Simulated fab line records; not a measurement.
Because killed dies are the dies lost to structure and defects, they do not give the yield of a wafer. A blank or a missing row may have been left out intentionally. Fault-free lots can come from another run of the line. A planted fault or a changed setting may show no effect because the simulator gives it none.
Chamber matching ; flow nand harc ; NHARC_A_STAIRCASE_ETCH_313 on rie diel-10: 4 sister chambers
The step etches the open film in CF4/CHF3. 4 wafers are shown with their chamber, then 8 later ones without.

## WAFERS, EACH WITH ITS CHAMBER
wafer;chamber;showerhead plenum p Torr (Torr)
L084.1;2;1.52
L084.3;3;1.61
L090.3;1;1.70
L092.1;0;1.66

## WAFERS WHOSE CHAMBER IS MISSING
wafer;showerhead plenum p Torr (Torr)
L092.3;1.70
L092.5;1.70
L091.1;1.52
L091.2;1.66
L091.6;1.52
L094.2;1.52
L094.3;1.60
L094.4;1.70

## THE CHAMBER EACH PASSED THROUGH
wafer;from the rows above;in truth
L092.3;1;1
L092.5;1;1
L091.1;2;2
L091.2;0;0
L091.6;2;2
L094.2;2;2
L094.3;3;3
L094.4;1;1
Placed correctly: 8 of 8. Number that these rows cannot place: 0. Placed wrongly: 0.
How it was worked out, from the rows above alone: a wafer's distance from a chamber is the root of the sum, over the readings, of the square of ((its reading less the chamber's mean) divided by the reading's scatter). If the next closest chamber is less than 2 further off than the closest, the wafer can't be placed; otherwise it belongs to the closest. A chamber's mean is the mean of its shown wafers. The scatter (one wafer shown for each chamber): square how far every hidden wafer sits from the nearest shown wafer, average those squares and take the square root.
